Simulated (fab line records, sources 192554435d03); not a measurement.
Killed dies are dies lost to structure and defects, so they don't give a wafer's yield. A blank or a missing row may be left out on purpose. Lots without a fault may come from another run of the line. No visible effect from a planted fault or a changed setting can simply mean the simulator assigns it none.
Chamber matching | flow n5 finfet | rie diel-01 running N5_BEOL_M11_ETCH_61: 4 sister chambers
The step etches SiARC in CF4, target depth 39 nm, time 65 s. 4 wafers are shown with their chamber, then 7 later ones without.

== WAFERS WITH THEIR CHAMBER ==
wafer  | chamber | showerhead plenum p Torr (Torr)
L082.2 | 1       | 2.18
L082.6 | 3       | 2.16
L086.1 | 0       | 2.04
L086.2 | 2       | 2.20

== WAFERS MISSING THEIR CHAMBER ==
wafer  | showerhead plenum p Torr (Torr)
L086.4 | 2.16
L092.2 | 2.19
L092.4 | 2.15
L092.6 | 2.04
L096.1 | 2.03
L096.4 | 2.19
L096.6 | 2.19

== EACH ONE'S CHAMBER ==
wafer  | from the rows above     | in truth
L086.4 | 3                       | 3
L092.2 | can't be placed: 1 or 2 | 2
L092.4 | 3                       | 3
L092.6 | 0                       | 0
L096.1 | 0                       | 0
L096.4 | can't be placed: 1 or 2 | 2
L096.6 | can't be placed: 1 or 2 | 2
4 of 7 placed correctly. Not placeable from these rows: 3 (in 3, the candidates include the true chamber). 0 placed wrongly.
How it was worked out, from the rows above alone: a wafer's distance from a chamber is the root of the sum, over the readings, of the square of ((its reading less the chamber's mean) divided by the reading's scatter). If the next closest chamber is less than 2 further off than the closest, the wafer can't be placed; otherwise it belongs to the closest. For every chamber, the mean is computed from those of its wafers that are shown. The scatter: root of mean squared gap, hidden wafer to nearest shown wafer, with one shown wafer a chamber.
